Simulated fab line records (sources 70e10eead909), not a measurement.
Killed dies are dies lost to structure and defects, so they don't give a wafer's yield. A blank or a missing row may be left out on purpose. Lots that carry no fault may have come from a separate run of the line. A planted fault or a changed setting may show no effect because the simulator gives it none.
Matching of chambers / flow nand-harc / NHARC_P_STI_ETCH_15 on rie-si-01 has 4 sister chambers
The step etches the open film in HBr/Cl2, target depth 300 nm, time 100.1 s. 4 wafers are shown with their chamber, then 7 later ones without.

## WAFERS WITH THEIR CHAMBER
wafer=L088.1; chamber=2; drypump-motor-current-A (A)=6.1
wafer=L088.5; chamber=3; drypump-motor-current-A (A)=4.7
wafer=L092.4; chamber=1; drypump-motor-current-A (A)=6.5
wafer=L092.5; chamber=0; drypump-motor-current-A (A)=5.4

## WAFERS WHOSE CHAMBER IS MISSING
wafer=L092.6; drypump-motor-current-A (A)=4.7
wafer=L093.1; drypump-motor-current-A (A)=4.7
wafer=L093.2; drypump-motor-current-A (A)=5.4
wafer=L093.3; drypump-motor-current-A (A)=6.4
wafer=L093.4; drypump-motor-current-A (A)=6.1
wafer=L093.5; drypump-motor-current-A (A)=5.4
wafer=L093.6; drypump-motor-current-A (A)=4.7

## EACH ONE'S CHAMBER
wafer=L092.6; from the rows above=3; in truth=3
wafer=L093.1; from the rows above=3; in truth=3
wafer=L093.2; from the rows above=0; in truth=0
wafer=L093.3; from the rows above=1; in truth=1
wafer=L093.4; from the rows above=2; in truth=2
wafer=L093.5; from the rows above=0; in truth=0
wafer=L093.6; from the rows above=3; in truth=3
7 of 7 placed correctly. Number that these rows cannot place: 0. 0 placed wrongly.
How it was worked out, from the rows above alone: a wafer's distance from a chamber is the root of the sum, over the readings, of the square of ((its reading less the chamber's mean) divided by the reading's scatter). The wafer belongs to the nearest chamber; if the next one is less than 2 further off, it can't be placed. Each chamber's mean is taken over the wafers shown for it. The scatter: root of mean squared gap, hidden wafer to nearest shown wafer, with one shown wafer a chamber.
